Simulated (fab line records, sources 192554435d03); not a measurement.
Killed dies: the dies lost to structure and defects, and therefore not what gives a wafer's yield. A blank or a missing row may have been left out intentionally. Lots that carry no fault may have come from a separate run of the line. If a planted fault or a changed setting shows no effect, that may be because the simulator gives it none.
Which tool was responsible? + flow n5 finfet + 36 wafers sampled from 12 lots at 1 step of a route of 1938

== WHAT EACH GAUGE READ, for each wafer ==
N5_SD_EPI_N_CD_MEAS_09: target cd 120 nm.
| lot  | measured    | on        | cd nm (nm)        |
|------|-------------|-----------|-------------------|
| L075 | day 3 06:43 | cd sem-01 | 119.4 119.5 119.8 |
| L077 | day 3 19:36 | cd sem-03 | 120.2 120.3 119.9 |
| L079 | day 4 07:45 | cd sem-02 | 121.6 119.4 120.9 |
| L081 | day 4 20:45 | cd sem-03 | 120.7 121.1 119.8 |
| L083 | day 5 05:58 | cd sem-03 | 121.1 121.1 120.0 |
| L085 | day 5 19:14 | cd sem-02 | 121.0 120.0 120.9 |
| L087 | day 6 07:08 | cd sem-03 | 120.4 120.3 120.2 |
| L089 | day 6 18:05 | cd sem-02 | 121.0 121.5 121.0 |
| L091 | day 7 05:38 | cd sem-01 | 121.0 121.7 119.7 |
| L093 | day 7 16:46 | cd sem-01 | 119.5 121.8 120.6 |
| L095 | day 8 08:19 | cd sem-03 | 119.8 119.7 119.0 |
| L097 | day 8 23:22 | cd sem-01 | 121.3 120.8 121.2 |

== WHAT TOOL EACH LOT RAN ON (gives the tool, then ch and the chambers of the sampled wafers, and finally the start) ==
The record shows no process step preceding these readings.

== THE ANSWER, worked out from the rows above alone ==
Rule: usual is defined by the lots themselves. The widest of any qualifying gaps counts: lots, ordered by their means at a reading, are off when they make up no more than a third of the lots, leave a main group of 4 or more, and stand apart from it by 3 or more times the standard deviation of that group's means. A main group whose means are all the same, to the digits that the tables above print for the reading, isn't used. Also off: a lot with no number at a reading for which 4 or more lots have one. Where the step has rows for the other lots, those lots are counted as sound.
Across all readings shown, no lot is off: no conclusion can be drawn from this.

== WHAT THE SIMULATOR PUT IN ==
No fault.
